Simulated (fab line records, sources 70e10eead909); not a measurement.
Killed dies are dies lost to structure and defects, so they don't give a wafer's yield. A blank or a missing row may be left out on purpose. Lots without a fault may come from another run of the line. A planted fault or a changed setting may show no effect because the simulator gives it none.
Chamber matching | flow nand_harc | NHARC_A_CONTACT_DEP_58 on pecvd-03: 3 sister chambers
The step deposits SiON, target thk 90 nm. 18 wafers are shown with their chamber, then 9 later ones without.

WAFERS WITH THEIR CHAMBER
wafer  | chamber | chamber_pressure_Torr (Torr) | heater_power_w (W)
L074.2 | 2       | 3.504                        | 690
L074.3 | 1       | 3.508                        | 826
L074.6 | 2       | 3.498                        | 719
L077.2 | 0       | 3.494                        | 772
L077.5 | 0       | 3.499                        | 821
L077.6 | 1       | 3.502                        | 749
L078.2 | 2       | 3.500                        | 836
L078.5 | 1       | 3.507                        | 786
L078.6 | 2       | 3.495                        | 887
L081.2 | 2       | 3.513                        | 790
L081.3 | 1       | 3.500                        | 852
L081.5 | 2       | 3.502                        | 777
L083.1 | 1       | 3.496                        | 864
L083.3 | 0       | 3.504                        | 816
L083.6 | 2       | 3.511                        | 763
L089.1 | 2       | 3.503                        | 830
L089.3 | 1       | 3.489                        | 745
L089.5 | 0       | 3.485                        | 765

SIGNATURES (means of the wafers above)
reading               | chamber 0 | chamber 1 | chamber 2 | scatter within a chamber
chamber_pressure_Torr | 3.49550   | 3.50033   | 3.50325   | 0.0069
heater_power_w        | 793.50    | 803.67    | 786.50    | 54.6
Rule: a wafer's distance from a chamber is the root of the sum, over the readings, of the square of ((its reading less the chamber's mean) divided by the reading's scatter). The wafer belongs to the nearest chamber; if the next one is less than 2 further off, it can't be placed. The scatter: the root of (the sum of the squares of (reading less its chamber's mean) over the shown wafers, divided by (wafers less chambers)).

WAFERS WITHOUT THEIR CHAMBER
wafer  | chamber_pressure_Torr (Torr) | heater_power_w (W)
L092.1 | 3.509                        | 764
L092.5 | 3.507                        | 748
L092.6 | 3.505                        | 733
L093.1 | 3.501                        | 805
L093.3 | 3.502                        | 772
L093.6 | 3.504                        | 768
L097.1 | 3.493                        | 715
L097.5 | 3.493                        | 833
L097.6 | 3.494                        | 839

WHICH CHAMBER EACH WENT THROUGH
wafer  | from the rows above          | in truth
L092.1 | can't be placed: 2 or 1 or 0 | 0
L092.5 | can't be placed: 2 or 1 or 0 | 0
L092.6 | can't be placed: 2 or 1 or 0 | 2
L093.1 | can't be placed: 1 or 2 or 0 | 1
L093.3 | can't be placed: 2 or 1 or 0 | 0
L093.6 | can't be placed: 2 or 1 or 0 | 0
L097.1 | can't be placed: 0 or 1 or 2 | 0
L097.5 | can't be placed: 0 or 1 or 2 | 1
L097.6 | can't be placed: 0 or 1 or 2 | 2
Placed correctly: 0 of 9. Can't be placed from these rows: 9 (the true chamber is among the candidates in 9). Placed wrongly: 0.
